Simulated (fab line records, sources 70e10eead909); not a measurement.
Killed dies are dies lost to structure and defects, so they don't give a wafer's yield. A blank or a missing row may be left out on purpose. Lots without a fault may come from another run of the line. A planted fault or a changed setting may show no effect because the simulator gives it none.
Chamber matching | flow nand_harc | NHARC_A_STAIRCASE_ETCH_169 on rie_diel-02: 4 sister chambers
The step etches the open film in CH3F/O2, target depth 50 nm, time 107.1 s. 16 wafers are shown with their chamber, then 8 later ones without.

WAFERS WITH THEIR CHAMBER
wafer  | chamber | drypump_motor_current_A (A) | showerhead_plenum_p_Torr (Torr) | oes_product_au (a.u.)
L074.1 | 1       | 6.0                         | 2.55                            | 0.946
L074.2 | 3       | 6.2                         | 2.47                            | 0.983
L074.3 | 0       | 5.1                         | 2.47                            | 0.976
L075.2 | 2       | 5.9                         | 2.36                            | 0.944
L075.3 | 3       | 6.1                         | 2.47                            | 0.957
L075.4 | 0       | 5.1                         | 2.47                            | 0.945
L077.1 | 3       | 6.2                         | 2.46                            | 0.971
L077.3 | 0       | 5.1                         | 2.47                            | 0.980
L077.4 | 1       | 6.0                         | 2.55                            | 0.946
L087.1 | 2       | 5.9                         | 2.35                            | 0.925
L087.3 | 3       | 6.2                         | 2.46                            | 0.942
L087.5 | 0       | 5.1                         | 2.47                            | 0.931
L088.1 | 1       | 6.0                         | 2.54                            | 0.916
L088.4 | 2       | 5.9                         | 2.35                            | 0.925
L088.5 | 1       | 6.0                         | 2.54                            | 0.914
L085.1 | 1       | 6.0                         | 2.54                            | 0.912

SIGNATURES (means of the wafers above)
reading                  | chamber 0 | chamber 1 | chamber 2 | chamber 3 | scatter within a chamber
drypump_motor_current_A  | 5.100     | 6.000     | 5.900     | 6.175     | 0.025
showerhead_plenum_p_Torr | 2.4700    | 2.5440    | 2.3533    | 2.4650    | 0.00489
oes_product_au           | 0.95800   | 0.92680   | 0.93133   | 0.96325   | 0.0185
Rule: a wafer's distance from a chamber is the root of the sum, over the readings, of the square of ((its reading less the chamber's mean) divided by the reading's scatter). The wafer belongs to the nearest chamber; if the next one is less than 2 further off, it can't be placed. The scatter: the root of (the sum of the squares of (reading less its chamber's mean) over the shown wafers, divided by (wafers less chambers)).

WAFERS WITHOUT THEIR CHAMBER
wafer  | drypump_motor_current_A (A) | showerhead_plenum_p_Torr (Torr) | oes_product_au (a.u.)
L085.4 | 5.1                         | 2.46                            | 0.935
L085.6 | 6.1                         | 2.46                            | 0.926
L089.1 | 5.1                         | 2.46                            | 0.934
L089.3 | 6.2                         | 2.45                            | 0.930
L089.6 | 6.2                         | 2.45                            | 0.923
L093.1 | 6.0                         | 2.53                            | 0.949
L093.3 | 5.1                         | 2.46                            | 0.941
L093.6 | 6.0                         | 2.53                            | 0.941

WHICH CHAMBER EACH WENT THROUGH
wafer  | from the rows above | in truth
L085.4 | 0                   | 0
L085.6 | 3                   | 3
L089.1 | 0                   | 0
L089.3 | 3                   | 3
L089.6 | 3                   | 3
L093.1 | 1                   | 1
L093.3 | 0                   | 0
L093.6 | 1                   | 1
Placed correctly: 8 of 8. Can't be placed from these rows: 0. Placed wrongly: 0.
